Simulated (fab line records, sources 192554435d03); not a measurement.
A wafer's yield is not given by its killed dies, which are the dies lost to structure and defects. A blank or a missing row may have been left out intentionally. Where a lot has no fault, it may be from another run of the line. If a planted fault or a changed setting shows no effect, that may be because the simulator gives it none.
fab line records	flow n5-finfet
[record] lots = 7	wafers = 20	last-day = 18
route steps=1938 shown BEOL_M2@875 BEOL_M4@1111 PASSIVATION@1936
lots untouched by any fault: they come from a run of this same line in which no faults occurred
start-h: start of the lot's first displayed wafer, in hours after the record's first day	wait-h: how many hours have passed since the lot's step before this one	" repeats the value in the row above	L1.1+2: a single row standing in for several wafers	- either no value or no given start	* or withheld: withheld	< > ~ a bound
route shown NAME@n: NAME is a module with steps in the file, n the number in the route of the first one	usual: mean/standard deviation of fault-free wafers	same: alike in all rows	chamber/n: place in a boat	sites: per-site readings	_std_site: standard deviation across them	_edge_site: mean of outer sites minus mean of inner sites	radius-mm: how far each site lies from the wafer's centre	mask NAME#n: copy n	behind: tool/chamber where the wafer was last shaped	hold: what put the lot on hold/how long, in hours/how the hold closed	device: whichever transistor did not switch (one of n, p or np)	end of line: tests of these same wafers at the route's end	where a step has no rows: the recipe by itself	killed: dies that structure and defects cost at the first sort, which is not the same as the wafer's yield	map: the dies of a wafer, with x for killed, . for not killed, _ for no die there
set.NAME: the run value of the setting; set.NAME@STEP: its run value at that earlier step	model.NAME: the simulator's own value behind a step, which no gauge read
lots at selected steps of the route; one table per step, one row per wafer
services: from which hour (start-h, from the record's first day; less than 0 if before it) a tool's chamber was out of use, for how many hours, and why
[[steps]]
[step N5_BEOL_M2_DEVELOP_27]
[recipe] develop-time-s = 30	developer = TMAH	resist = CAR-EUV	rinse-liquid = surfactant-rinse	dry = air-spin	dev-temp-c = 23
[step N5_BEOL_M2_CD_MEAS_28]
[recipe] target-cd-nm = 26.2	landing-energy-ev = 500	detector = se-inlens	target-cd-y-nm = 24.1	polarity = opening
[usual] cd-nm = 26.15/0.25
lot.wafer	tool	chamber	start-h	wait-h	cd-nm
L761.4	cd-sem-01	0	150.75	-	26.00
L761.5	"	0	"	"	26.04
L761.6	"	0	"	"	26.10
L764.1	cd-sem-02	0	172.39	-	26.14
L764.2	"	0	"	"	26.13
L764.3	"	0	"	"	26.06
L765.1	cd-sem-02	0	179.30	-	25.94
L765.5	"	0	"	"	25.98
L765.6	"	0	"	"	25.49
L769.1	cd-sem-03	0	210.74	-	25.97
L769.4	"	0	"	"	26.16
L778.1	cd-sem-01	0	263.11	-	25.73
L778.5	"	0	"	"	26.31
L778.6	"	0	"	"	25.82
L780.1	cd-sem-03	0	268.09	-	26.65
L780.2	"	0	"	"	26.10
L780.6	"	0	"	"	26.32
L779.1	cd-sem-01	0	269.14	-	26.24
L779.2	"	0	"	"	25.70
L779.4	"	0	"	"	26.08
[step N5_BEOL_M2_OVL_MEAS_29]
[recipe] points-per-wafer = 522
[usual] V1_OVL = -0.3/0.66
lot.wafer	tool	chamber	start-h	wait-h	V1_OVL[nm]
L761.4	overlay-01	0	150.80	0.0	-0.6
L761.5	"	0	"	"	0.4
L761.6	"	0	"	"	0.2
L764.1	overlay-02	0	172.42	0.0	-0.3
L764.2	"	0	"	"	-0.3
L764.3	"	0	"	"	0.2
L765.1	overlay-01	0	179.33	0.0	-1.1
L765.5	"	0	"	"	-1.1
L765.6	"	0	"	"	-0.6
L769.1	overlay-02	0	210.77	0.0	-1.1
L769.4	"	0	"	"	-0.8
L778.1	overlay-02	0	263.14	0.0	-0.4
L778.5	"	0	"	"	-0.2
L778.6	"	0	"	"	0.4
L780.1	overlay-02	0	268.12	0.0	-0.8
L780.2	"	0	"	"	-1.1
L780.6	"	0	"	"	-1.8
L779.1	overlay-02	0	269.17	0.0	-1.6
L779.2	"	0	"	"	-1.1
L779.4	"	0	"	"	-0.4
[step N5_BEOL_M2_INSPECT_30]
[recipe] mode = adi	inspect-instrument = brightfield
[usual] raw-defect-count = 383/87
lot.wafer	tool	chamber	start-h	wait-h	raw-defect-count
L761.4	defect-inspect-01	-	150.84	0.0	314
L761.5	"	-	"	"	407
L761.6	"	-	"	"	319
L764.1	defect-inspect-02	-	172.48	0.1	259
L764.2	"	-	"	"	242
L764.3	"	-	"	"	227
L765.1	defect-inspect-02	-	179.39	0.1	361
L765.5	"	-	"	"	378
L765.6	"	-	"	"	394
L769.1	defect-inspect-02	-	210.83	0.1	362
L769.4	"	-	"	"	456
L778.1	defect-inspect-02	-	263.19	0.1	432
L778.5	"	-	"	"	405
L778.6	"	-	"	"	370
L780.1	defect-inspect-02	-	268.18	0.1	285
L780.2	"	-	"	"	360
L780.6	"	-	"	"	456
L779.1	defect-inspect-02	-	269.22	0.1	497
L779.2	"	-	"	"	296
L779.4	"	-	"	"	324
[step N5_BEOL_M2_DESCUM_33]
[recipe] chemistry = O2	time-s = 7	source-power-w = 50	bias-power-w = 20	pressure-mtorr = 20	rf-frequency-hz = 2.712e+07	temp-c = 40	resist = CAR-EUV	o2-flow-sccm = 225
[usual] drypump-motor-current-A = 5.8/0.37	oes-product-au = 0.82/0.091	rf-vpp-V = 243.6/1.2	showerhead-plenum-p-Torr = 2.13/0.07	throttle-valve-pct = 20.52/0.22
lot.wafer	tool	chamber	start-h	wait-h	drypump-motor-current-A	oes-product-au	rf-hours-counter-h	rf-vpp-V	showerhead-plenum-p-Torr	throttle-valve-pct
L761.4	rie-diel-06	2	150.87	0.0	5.7	0.89	32	244.7	2.04	20.24
L761.5	"	3	"	"	5.4	0.69	-	243.2	2.07	20.72
L761.6	"	2	"	"	5.7	0.90	-	241.0	2.04	20.27
L764.1	rie-diel-01	0	172.79	0.3	6.0	0.87	46	245.3	2.23	20.35
L764.2	"	1	"	"	6.1	0.69	250	243.6	2.07	20.70
L764.3	"	3	"	"	5.3	0.91	22	245.9	2.24	20.65
L765.1	rie-diel-01	0	179.42	0.0	6.0	0.85	49	245.4	2.23	20.36
L765.5	"	0	"	"	6.0	0.86	-	244.8	2.23	20.36
L765.6	"	3	"	"	5.3	0.89	-	244.9	2.24	20.66
L769.1	rie-diel-01	0	211.12	0.3	6.1	0.86	59	244.7	2.22	20.37
L769.4	"	3	"	"	5.3	0.88	37	245.2	2.24	20.69
L778.1	rie-diel-06	3	263.23	0.0	5.4	0.66	236	243.0	2.06	20.77
L778.5	"	2	"	"	5.7	0.84	-	241.2	2.03	20.31
L778.6	"	3	"	"	5.4	0.66	-	242.6	2.06	20.79
L780.1	rie-diel-06	2	268.22	0.0	5.7	0.84	74	241.4	2.03	20.31
L780.2	"	1	"	"	6.5	0.87	47	242.0	2.14	20.74
L780.6	"	0	"	"	6.2	0.84	-	243.2	2.04	20.63
L779.1	rie-diel-02	3	269.26	0.0	5.5	0.82	52	244.7	2.15	20.19
L779.2	"	1	"	"	5.5	0.71	239	243.2	2.15	20.85
L779.4	"	2	"	"	6.2	0.84	76	244.6	2.12	20.16
[step N5_BEOL_M2_ETCH_77]
[recipe] chemistry = N2/H2	target = underlayer	target-depth-a = 65	mask-material = CAR-EUV	time-s = 5.2	ion-energy-ev = 200	pressure-mtorr = 30	source-w = 840	bias-w = 150	n2-flow-sccm = 200	h2-flow-sccm = 200	ends = cleared
[usual] drypump-motor-current-A = 5.9/0.37	etch-rf-on-time-s = 5.18/0.1	oes-product-au = 0.70/0.076	rf-vpp-V = 524.9/2.5	showerhead-plenum-p-Torr = 2.58/0.075	throttle-valve-pct = 17.88/0.2
lot.wafer	tool	chamber	start-h	wait-h	drypump-motor-current-A	etch-rf-on-time-s	oes-product-au	rf-hours-counter-h	rf-vpp-V	showerhead-plenum-p-Torr	throttle-valve-pct
L761.4	rie-diel-06	2	150.91	0.0	5.7	5.12	0.77	32	522.1	2.49	17.81
L761.5	"	3	"	"	5.4	5.32	0.59	-	523.8	2.51	18.16
L761.6	"	2	"	"	5.7	5.13	0.76	-	523.5	2.49	17.82
L764.1	rie-diel-01	0	172.82	0.0	6.0	5.13	0.74	46	527.4	2.70	17.77
L764.2	"	1	"	"	6.1	5.30	0.59	250	522.9	2.50	18.14
L764.3	"	3	"	"	5.3	5.08	0.75	22	529.2	2.68	17.85
L765.1	rie-diel-01	0	179.46	0.0	6.0	5.11	0.73	49	530.1	2.70	17.79
L765.5	"	0	"	"	6.1	5.11	0.73	-	527.9	2.70	17.81
L765.6	"	3	"	"	5.3	5.09	0.75	-	526.6	2.68	17.85
L769.1	rie-diel-01	0	211.15	0.0	6.0	5.11	0.73	59	527.8	2.70	17.81
L769.4	"	3	"	"	5.3	5.07	0.74	37	527.2	2.68	17.86
L778.1	rie-diel-06	3	263.26	0.0	5.4	5.34	0.56	236	522.8	2.50	18.25
L778.5	"	2	"	"	5.7	5.08	0.72	-	520.5	2.48	17.89
L778.6	"	3	"	"	5.4	5.31	0.57	-	522.8	2.50	18.23
L780.1	rie-diel-06	2	268.25	0.0	5.7	5.17	0.71	74	521.8	2.48	17.87
L780.2	"	1	"	"	6.5	5.21	0.73	47	525.7	2.58	17.95
L780.6	"	0	"	"	6.3	5.05	0.71	-	521.6	2.47	18.12
L779.1	rie-diel-02	3	269.29	0.0	5.5	5.24	0.71	52	523.0	2.59	17.60
L779.2	"	1	"	"	5.5	5.27	0.60	239	527.4	2.59	18.04
L779.4	"	2	"	"	6.2	5.14	0.72	76	526.2	2.57	17.44
[step N5_BEOL_M2_ETCH_69]
[recipe] chemistry = CF4	target = SiARC	target-depth-a = 156	mask-material = CAR-EUV	time-s = 26	ion-energy-ev = 80	pressure-mtorr = 40	source-w = 545	bias-w = 36	Ar_flow_sccm = 100	cf4-flow-sccm = 100	ends = cleared
[step N5_BEOL_M2_ALD_98]
[recipe] material = SiO2	target-thk-a = 25	temp-c = 100	ald-precursor-family = BDEAS	ald-co-reactant = O2-plasma	pulse-time-s = 1	co-reactant-pulse-time-s = 1	purge-time-s = 2	co-reactant-purge-time-s = 2	ald-cycles = 17	pressure-torr = 2
[usual] heater-power-w = 82/9.3	precursor-pulse-height-rel = 1.003/0.021
[same] co-reactant-purge-time-s = 2
lot.wafer	tool	chamber	start-h	wait-h	heater-power-w	precursor-pulse-height-rel
L761.4	ald-sin-02	3	151.01	0.1	74	1.021
L761.5	"	2	"	"	72	0.970
L761.6	"	3	"	"	71	1.010
L764.1	ald-sin-03	0	172.92	0.1	86	0.995
L764.2	"	2	"	"	81	1.015
L764.3	"	3	"	"	97	1.010
L765.1	ald-sin-01	2	179.81	0.3	92	1.035
L765.5	"	3	"	"	83	0.988
L765.6	"	0	"	"	72	1.025
L769.1	ald-sin-03	2	211.67	0.5	83	0.998
L769.4	"	1	"	"	87	0.981
L778.1	ald-sin-01	1	263.36	0.1	65	1.018
L778.5	"	2	"	"	94	1.016
L778.6	"	0	"	"	72	0.994
L780.1	ald-sin-01	0	269.36	1.1	72	1.041
L780.2	"	2	"	"	94	0.989
L780.6	"	3	"	"	85	0.970
L779.1	ald-sin-02	2	269.48	0.1	65	0.974
L779.2	"	3	"	"	75	0.985
L779.4	"	1	"	"	90	1.012
[step N5_BEOL_M2_ETCHBACK_99]
[recipe] chemistry = CHF3	target = SiO2	target-depth-a = 50	time-s = 10.4	source-w = 215	bias-w = 47	Ar_flow_sccm = 200	CHF3_flow_sccm = 12	ion-energy-ev = 100	pressure-mtorr = 30
[usual] drypump-motor-current-A = 5.8/0.34	oes-product-au = 0.83/0.079	rf-vpp-V = 243/4.1	showerhead-plenum-p-Torr = 2.18/0.051	throttle-valve-pct = 17.0/0.3
lot.wafer	tool	chamber	start-h	wait-h	drypump-motor-current-A	oes-product-au	rf-hours-counter-h	rf-vpp-V	showerhead-plenum-p-Torr	throttle-valve-pct
L761.4	rie-diel-02	0	153.61	2.6	6.0	0.87	50	243	2.18	16.8
L761.5	"	0	"	"	6.0	0.86	-	242	2.18	16.8
L761.6	"	3	"	"	5.5	0.91	-	237	2.21	16.6
L764.1	rie-diel-02	0	176.65	3.7	6.0	0.85	60	243	2.18	16.8
L764.2	"	3	"	"	5.5	0.89	19	240	2.21	16.6
L764.3	"	1	"	"	5.5	0.72	206	241	2.23	17.5
L765.1	rie-diel-02	3	186.44	6.6	5.5	0.88	22	239	2.21	16.6
L765.5	"	0	"	"	6.0	0.85	-	245	2.18	16.8
L765.6	"	1	"	"	5.6	0.72	-	241	2.23	17.5
L769.1	rie-diel-02	3	216.10	4.4	5.5	0.86	32	238	2.20	16.7
L769.4	"	2	"	"	6.2	0.87	57	253	2.17	16.6
L778.1	rie-diel-06	3	272.30	8.9	5.3	0.66	239	247	2.12	17.5
L778.5	"	1	"	"	6.5	0.86	-	246	2.18	17.2
L778.6	"	0	"	"	6.2	0.84	-	245	2.09	17.2
L780.1	rie-diel-02	2	273.60	4.2	6.2	0.83	77	251	2.16	16.6
L780.2	"	3	"	"	5.5	0.82	53	239	2.20	16.7
L780.6	"	3	"	"	5.5	0.83	-	238	2.19	16.7
L779.1	rie-diel-02	3	274.07	4.5	5.5	0.83	53	238	2.19	16.7
L779.2	"	2	"	"	6.2	0.84	77	252	2.16	16.7
L779.4	"	1	"	"	5.5	0.69	240	240	2.22	17.6
[step N5_BEOL_M2_ETCH_70]
[recipe] chemistry = N2/H2	target = SOC	target-depth-a = 800	overetch-a = 240	mask-material = SiARC	temp-c = 40	time-s = 130	ion-energy-ev = 200	pressure-mtorr = 30	source-w = 840	bias-w = 150	n2-flow-sccm = 200	h2-flow-sccm = 200
[usual] drypump-motor-current-A = 5.8/0.34	oes-product-au = 0.61/0.055	rf-vpp-V = 525.0/1.9	run-length-s = 153.5/0.38	showerhead-plenum-p-Torr = 2.57/0.058	throttle-valve-pct = 17.74/0.23
lot.wafer	tool	chamber	start-h	wait-h	drypump-motor-current-A	oes-product-au	rf-hours-counter-h	rf-vpp-V	run-length-s	showerhead-plenum-p-Torr	throttle-valve-pct
L761.4	rie-diel-02	0	153.65	0.0	6.0	0.64	50	524.7	153.9	2.58	17.58
L761.5	"	0	"	"	6.0	0.64	-	524.0	153.9	2.58	17.57
L761.6	"	3	"	"	5.5	0.67	-	525.0	153.4	2.61	17.47
L764.1	rie-diel-02	0	176.69	0.0	6.0	0.63	60	524.9	153.4	2.58	17.59
L764.2	"	3	"	"	5.5	0.65	19	525.5	153.4	2.61	17.49
L764.3	"	1	"	"	5.5	0.53	206	525.9	153.8	2.60	17.96
L765.1	rie-diel-02	3	186.48	0.0	5.5	0.65	22	526.1	154.0	2.61	17.48
L765.5	"	0	"	"	6.0	0.62	-	524.3	153.4	2.58	17.60
L765.6	"	1	"	"	5.5	0.53	-	526.2	153.8	2.60	17.95
L769.1	rie-diel-02	3	216.14	0.0	5.5	0.63	32	524.8	153.2	2.60	17.49
L769.4	"	2	"	"	6.2	0.63	57	525.2	153.1	2.57	17.35
L778.1	rie-diel-06	3	272.33	0.0	5.4	0.50	239	522.7	153.0	2.49	18.20
L778.5	"	1	"	"	6.5	0.64	-	526.4	153.7	2.58	17.91
L778.6	"	0	"	"	6.2	0.61	-	520.9	153.5	2.47	18.09
L780.1	rie-diel-02	2	273.64	0.0	6.2	0.62	77	525.0	153.2	2.57	17.39
L780.2	"	3	"	"	5.6	0.62	53	524.9	153.3	2.59	17.53
L780.6	"	3	"	"	5.5	0.62	-	526.0	153.6	2.59	17.54
L779.1	rie-diel-02	3	274.11	0.0	5.5	0.61	53	523.1	153.6	2.59	17.53
L779.2	"	2	"	"	6.2	0.62	77	526.9	153.2	2.57	17.38
L779.4	"	1	"	"	5.5	0.52	240	525.8	154.1	2.59	18.01
[step N5_BEOL_M2_STRIP_71]
[recipe] chemistry = N2/H2	temp-c = 40	n2-flow-sccm = 200	h2-flow-sccm = 200	rf-frequency-hz = 6e+07
[step N5_BEOL_M2_STRIP_78]
[recipe] chemistry = N2/H2	temp-c = 40	n2-flow-sccm = 200	h2-flow-sccm = 200	rf-frequency-hz = 6e+07
[step N5_BEOL_M2_VIA_ETCH_34]
[recipe] chemistry = C4F6/O2	target-depth-a = 694	mask-material = SOC	pressure-mtorr = 15	ion-energy-ev = 250	taper-deg = 4	time-s = 65.9	source-w = 350	bias-w = 170	Ar_flow_sccm = 300	C4F6_flow_sccm = 10	O2_flow_sccm = 10
[usual] drypump-motor-current-A = 5.8/0.34	oes-product-au = 0.83/0.078	rf-vpp-V = 673/11	run-length-s = 89.4/0.38	showerhead-plenum-p-Torr = 2.88/0.064	throttle-valve-pct = 30.71/0.29
lot.wafer	tool	chamber	start-h	wait-h	drypump-motor-current-A	oes-product-au	rf-hours-counter-h	rf-vpp-V	run-length-s	showerhead-plenum-p-Torr	throttle-valve-pct	model.etch.depth-nm	model.SOC_of_BEOL_M2_COAT_67.thk-nm
L761.4	rie-diel-02	0	153.76	0.0	6.0	0.85	50	671	89.8	2.88	30.46	68.97	52
L761.5	"	0	"	"	6.0	0.86	-	671	89.9	2.88	30.47	69.19	52
L761.6	"	3	"	"	5.5	0.90	-	661	89.6	2.92	30.46	68.24	51.8
L764.1	rie-diel-02	0	176.80	0.0	6.0	0.85	60	672	72.8	2.88	30.48	51.7	53.8
L764.2	"	3	"	"	5.5	0.89	19	660	73.0	2.91	30.46	51.61	53.8
L764.3	"	1	"	"	5.5	0.72	206	666	90.0	2.94	31.07	68.95	52
L765.1	rie-diel-02	3	186.58	0.0	5.5	0.88	22	661	72.7	2.91	30.48	51.43	53.6
L765.5	"	0	"	"	6.0	0.84	-	672	89.9	2.88	30.47	69.17	51.4
L765.6	"	1	"	"	5.5	0.72	-	665	89.9	2.94	31.07	68.91	51.4
L769.1	rie-diel-02	3	216.25	0.0	5.5	0.86	32	659	72.9	2.91	30.50	51.82	53.6
L769.4	"	2	"	"	6.2	0.86	57	697	89.1	2.86	30.34	69.6	51.6
L778.1	rie-diel-06	3	272.44	0.0	5.4	0.66	239	681	89.1	2.80	31.20	67.14	52.6
L778.5	"	1	"	"	6.5	0.86	-	678	89.5	2.87	30.86	69.58	52
L778.6	"	0	"	"	6.2	0.85	-	677	89.4	2.77	31.14	70.76	52
L780.1	rie-diel-02	2	273.74	0.0	6.2	0.84	77	697	88.8	2.85	30.34	69.41	52.2
L780.2	"	3	"	"	5.5	0.83	53	659	89.3	2.90	30.48	68.29	51.8
L780.6	"	3	"	"	5.5	0.82	-	660	89.4	2.90	30.49	67.86	51.8
L779.1	rie-diel-02	3	274.22	0.0	5.5	0.84	53	659	89.5	2.90	30.50	69.02	52
L779.2	"	2	"	"	6.2	0.85	77	698	88.8	2.86	30.36	70.65	52
L779.4	"	1	"	"	5.5	0.70	240	666	89.9	2.93	31.11	68.54	52
[step N5_BEOL_M2_STRIP_83]
[recipe] chemistry = C4F6/O2	resist = SiARC	rf-frequency-hz = 6e+07
[step N5_BEOL_M4_RC_MEAS_101]
[usual] DIBL_N = 36.9/1.7	DIBL_P = 37.3/2.3	IOFF_N = 0.16/0.033	IOFF_P = 0.22/0.04	ION_N = 673/12	ION_P = 463/8	SS_N = 71.6/0.58	SS_P = 73.4/0.74	VT_N = 250/3.2	VT_P = -250/3.4
lot.wafer	tool	chamber	start-h	wait-h	DIBL_N[mV/V]	DIBL_P[mV/V]	IOFF_N[nA/um]	IOFF_P[nA/um]	ION_N[uA/um]	ION_P[uA/um]	SS_N[mV/dec]	SS_P[mV/dec]	VT_N[mV]	VT_P[mV]
L761.4	prober-02	0	186.59	0.5	35.9	37.2	0.16	0.22	677	467	72.1	72.7	249	-249
L761.5	"	0	"	"	37.6	39.0	0.19	0.25	672	466	72.5	73.2	247	-248
L761.6	"	0	"	"	34.1	35.3	0.13	0.18	663	454	71.8	72.8	252	-251
L764.1	prober-02	0	204.65	0.0	35.0	37.2	0.14	0.22	662	457	71.4	73.2	252	-251
L764.2	"	0	"	"	35.8	37.4	0.16	0.22	672	461	70.9	73.7	248	-250
L764.3	"	0	"	"	35.9	38.2	0.16	0.22	679	470	70.7	73.6	249	-250
L765.1	prober-01	0	218.19	0.0	37.3	37.4	0.16	0.23	674	470	71.6	73.7	250	-249
L765.5	"	0	"	"	38.1	37.7	0.16	0.22	680	471	71.7	74.2	250	-248
L765.6	"	0	"	"	36.9	36.4	0.15	0.22	655	463	71.4	73.1	251	-248
L769.1	prober-01	0	242.29	0.0	35.9	35.8	0.13	0.19	673	464	71.4	72.4	252	-251
L769.4	"	0	"	"	33.1	32.9	0.10	0.15	642	456	70.3	72.1	256	-250
L778.1	prober-02	0	304.51	0.0	34.9	34.4	0.13	0.18	676	463	70.8	73.1	253	-254
L778.5	"	0	"	"	33.5	33.3	0.11	0.17	658	448	70.9	72.9	257	-256
L778.6	"	0	"	"	35.0	35.6	0.16	0.20	693	471	70.9	73.1	248	-255
L780.1	prober-02	0	307.44	0.0	37.5	38.2	0.14	0.21	665	464	71.6	74.4	253	-250
L780.2	"	0	"	"	38.8	40.8	0.19	0.26	682	473	71.6	74.9	248	-251
L780.6	"	0	"	"	36.7	37.2	0.14	0.20	672	461	71.2	73.6	255	-253
L779.1	prober-01	0	308.00	0.0	39.3	41.1	0.21	0.27	674	461	72.5	74.2	247	-250
L779.2	"	0	"	"	39.9	40.9	0.22	0.26	680	463	73.4	74.5	247	-250
L779.4	"	0	"	"	38.5	39.9	0.18	0.25	677	466	72.4	74.5	252	-249
[step N5_PASSIVATION_PROBE_49]
[usual] defect-limited-yield = 91.2/1.3	killed_at_M0_to_M3 = 34/10	killed_at_M4_up = 13/4.6	killed-at-contacts = 13/5.5	killed-at-front-end = 41/12	killed-at-other = 2.8/2.4	killed-dies = 104/16	killed-open = 67/12	killed-short = 33/7.2	sort_bin_5_function = 5.1/0.86	sort_bin_6_memory = 3.3/0.62	sort-n-pass = 1076/16	sort-yield-pct = 91.2/1.3
[same] gross-dies = 1180	killed-at-back-side = 0	sort_bin_4_leakage[%] = 0	sort_bin_8_speed[%] = 0
lot.wafer	tool	chamber	start-h	wait-h	defect-limited-yield[%]	killed_at_M0_to_M3	killed_at_M4_up	killed-at-contacts	killed-at-front-end	killed-at-other	killed-dies	killed-open	killed-short	sort_bin_5_function[%]	sort_bin_6_memory[%]	sort-n-pass	sort-yield-pct[%]
L761.4	prober-01	-	299.02	0.2	89.9	33	12	11	61	2	119	64	47	5.6	3.8	1061	89.9
L761.5	prober-01	-	299.07	0.2	91.5	22	19	14	43	2	100	68	31	4.7	3.6	1080	91.5
L761.6	prober-01	-	299.12	0.3	90.3	21	15	8	68	2	114	71	40	5.7	3.6	1066	90.3
L764.1	prober-01	-	317.22	0.0	92.9	29	11	6	36	2	84	56	21	4.2	2.5	1096	92.9
L764.2	prober-01	-	317.27	0.1	93.5	22	14	13	26	2	77	49	21	3.7	2.6	1103	93.5
L764.3	prober-01	-	317.32	0.1	91.8	44	13	6	34	0	97	65	28	5.7	2.5	1083	91.8
L769.1	prober-01	-	360.47	0.9	89.9	49	21	16	33	0	119	74	35	5.3	3.9	1061	89.9
L769.4	prober-01	-	360.62	1.1	92.4	27	16	14	31	2	90	61	24	5.7	1.7	1090	92.4
L778.1	prober-01	-	407.30	0.0	93.1	23	14	7	33	5	82	51	24	4.3	2.5	1098	93.1
L778.5	prober-01	-	407.50	0.2	92.1	20	12	18	42	1	93	65	24	4.9	2.6	1087	92.1
L778.6	prober-01	-	407.55	0.3	91.9	21	9	18	47	1	96	65	29	4.7	3.3	1084	91.9
L780.1	prober-02	-	419.84	0.0	91.2	22	13	15	53	1	104	65	36	4.6	3.6	1076	91.2
L780.2	prober-02	-	419.89	0.1	91.3	34	12	14	42	1	103	63	34	4.9	3.4	1077	91.3
L780.6	prober-02	-	420.09	0.3	91.6	29	11	6	53	0	99	64	30	5.6	2.7	1081	91.6
// killed by level:class
L761.4 FIN_SAQP:geometric-particle:short=18 FIN_SAQP:geometric-particle:open=8 MOL_CONTACT_COAG:geometric-particle:open=8 BEOL_M0_SAQP:geometric-particle:open=8 STI_FIN_REVEAL:geometric-particle:open=7 BEOL_M0_SAQP:geometric-particle:short=7 BEOL_M0:geometric-particle:open=7 GATE_CUT:geometric-particle:short=6
L761.5 STI_FIN_REVEAL:geometric-particle:open=13 MOL_CONTACT_COAG:geometric-particle:open=9 BEOL_M0_SAQP:geometric-particle:open=9 FIN_SAQP:geometric-particle:short=8 BEOL_M4:geometric-particle:open=8 BEOL_M3:geometric-particle:open=6 FIN_SAQP:geometric-particle:open=5 MOL_CONTACT_COAG:geometric-particle:short=5
L761.6 FIN_SAQP:geometric-particle:open=22 FIN_SAQP:geometric-particle:short=14 BEOL_M4:geometric-particle:open=8 MOL_CONTACT_COAG:geometric-particle:open=8 BEOL_M3:geometric-particle:open=7 STI_FIN_REVEAL:geometric-particle:short=6 STI_FIN_REVEAL:geometric-particle:open=5 ILD0:geometric-particle:short=4
L764.1 FIN_SAQP:geometric-particle:short=9 BEOL_M1:geometric-particle:open=7 MOL_CONTACT_COAG:geometric-particle:open=6 BEOL_M2:geometric-particle:open=6 FIN_SAQP:geometric-particle:open=5 STI_FIN_REVEAL:geometric-particle:open=5 STARTING-WAFER:geometric-particle:open=5 BEOL_M4:geometric-particle:open=4
L764.2 MOL_CONTACT_COAG:geometric-particle:open=10 BEOL_M1:geometric-particle:open=7 FIN_SAQP:geometric-particle:short=6 BEOL_M4:geometric-particle:open=5 DUMMY_GATE:geometric-particle:open=4 BEOL_M2:geometric-particle:open=4 STARTING-WAFER:geometric-particle:open=4 FIN_SAQP:geometric-particle:open=3
L764.3 BEOL_M2:geometric-particle:open=9 FIN_SAQP:geometric-particle:short=8 BEOL_M4:geometric-particle:open=8 STI_FIN_REVEAL:geometric-particle:open=7 BEOL_M1:geometric-particle:open=7 BEOL_M0_SAQP:geometric-particle:short=6 BEOL_M3:geometric-particle:open=6 DUMMY_GATE:geometric-particle:open=5
L769.1 FIN_SAQP:geometric-particle:open=13 MOL_CONTACT_COAG:geometric-particle:open=11 BEOL_M1:geometric-particle:open=9 BEOL_M0_SAQP:geometric-particle:short=8 BEOL_M0_SAQP:geometric-particle:open=8 BEOL_M2:geometric-particle:open=8 BEOL_M4:geometric-particle:short=7 BEOL_M4:geometric-particle:open=6
L769.4 MOL_CONTACT_COAG:geometric-particle:open=10 BEOL_M4:geometric-particle:open=10 FIN_SAQP:geometric-particle:open=9 BEOL_M3:geometric-particle:open=7 GATE_CUT:geometric-particle:open=4 GATE_CUT:geometric-particle:short=4 BEOL_M2:geometric-particle:open=4 DUMMY_GATE:geometric-particle:open=3
L778.1 FIN_SAQP:geometric-particle:open=7 STI_FIN_REVEAL:geometric-particle:open=7 BEOL_M0_SAQP:geometric-particle:open=6 FIN_SAQP:geometric-particle:short=5 MOL_CONTACT_COAG:geometric-particle:open=5 BEOL_M1:geometric-particle:open=5 BEOL_M4:geometric-particle:open=3 STARTING-WAFER:geometric-particle:open=3
L778.5 STI_FIN_REVEAL:geometric-particle:open=18 MOL_CONTACT_COAG:geometric-particle:open=16 FIN_SAQP:geometric-particle:short=8 BEOL_M4:geometric-particle:open=6 BEOL_M1:geometric-particle:open=5 DUMMY_GATE:geometric-particle:open=4 BEOL_M0:geometric-particle:open=4 DUMMY_GATE:geometric-particle:short=2
L778.6 STI_FIN_REVEAL:geometric-particle:open=19 MOL_CONTACT_COAG:geometric-particle:open=13 STI_FIN_REVEAL:geometric-particle:short=7 DUMMY_GATE:geometric-particle:open=7 MOL_CONTACT_COAG:geometric-particle:short=5 FIN_SAQP:geometric-particle:short=4 BEOL_M1:geometric-particle:open=4 BEOL_M2:geometric-particle:open=4
L780.1 FIN_SAQP:geometric-particle:short=14 FIN_SAQP:geometric-particle:open=13 MOL_CONTACT_COAG:geometric-particle:open=11 DUMMY_GATE:geometric-particle:open=7 STI_FIN_REVEAL:geometric-particle:open=6 BEOL_M3:geometric-particle:open=6 BEOL_M2:geometric-particle:open=5 STARTING-WAFER:geometric-particle:short=5
L780.2 MOL_CONTACT_COAG:geometric-particle:open=11 BEOL_M3:geometric-particle:open=8 FIN_SAQP:geometric-particle:open=7 FIN_SAQP:geometric-particle:short=6 STI_FIN_REVEAL:geometric-particle:open=6 GATE_CUT:geometric-particle:short=5 GATE_CUT:geometric-particle:open=4 BEOL_M0:geometric-particle:open=4
L780.6 FIN_SAQP:geometric-particle:open=19 FIN_SAQP:geometric-particle:short=11 BEOL_M1:geometric-particle:open=6 STI_FIN_REVEAL:geometric-particle:open=5 BEOL_M0_SAQP:geometric-particle:open=4 GATE_CUT:geometric-particle:open=4 GATE_CUT:geometric-particle:short=4 MOL_CONTACT_COAG:geometric-particle:open=4
[[services]]
tool	chamber	start-h	hours	kind
ald-sin-01	-	144.75	4.3	pm
ald-sin-03	1	147.61	3.5	repair
ald-sin-03	-	151.62	0.4	repair
ald-sin-01	1	171.53	61.6	repair
rie-diel-02	2	171.75	5.4	repair
rie-diel-01	1	172.90	-	clean
rie-diel-01	1	172.90	-	consumable-replace:focus-ring
rie-diel-01	1	172.90	20.6	scheduled-down
rie-diel-01	1	172.90	20.6	vent-cycle
ald-sin-02	-	177.93	14.0	pm
ald-sin-02	0	177.93	14.0	vent-cycle
ald-sin-02	1	177.93	14.0	vent-cycle
ald-sin-01	0	180.13	1.6	repair
rie-diel-01	-	189.34	0.3	repair
rie-diel-01	2	218.92	9.9	repair
rie-diel-02	0	219.88	3.8	repair
rie-diel-01	2	254.45	7.3	repair
ald-sin-01	1	257.96	4.8	repair
rie-diel-01	2	261.77	-	clean
rie-diel-01	2	261.77	-	consumable-replace:focus-ring
rie-diel-01	2	261.77	11.2	scheduled-down
rie-diel-01	2	261.77	11.2	vent-cycle
ald-sin-01	3	262.54	3.1	repair
ald-sin-03	-	270.29	14.0	pm
[[key]]
[first-sign] step = N5_BEOL_M2_VIA_ETCH_34	reading = run-length-s	direction = down	sigmas = 43	usual = *	struck = *
effect none on later readings
[model-effect] step = N5_BEOL_M2_VIA_ETCH_34	value = etch.depth-nm	without = 68.99	struck = 51.64
met-at N5_BEOL_M2_VIA_ETCH_34
struck-wafers L764.1,L764.2,L765.1,L769.1
onset-between 153.76 176.80
[fault] kind = process-parameter-drift	tool = rie-diel-02	chamber = -	onset-h = 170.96	steps = N5_BEOL_M2_VIA_ETCH_34	channel = time-s	offset = *	shape = step	end-h = 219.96	scope = struck-wafers-only	acts-in = *	stated = *
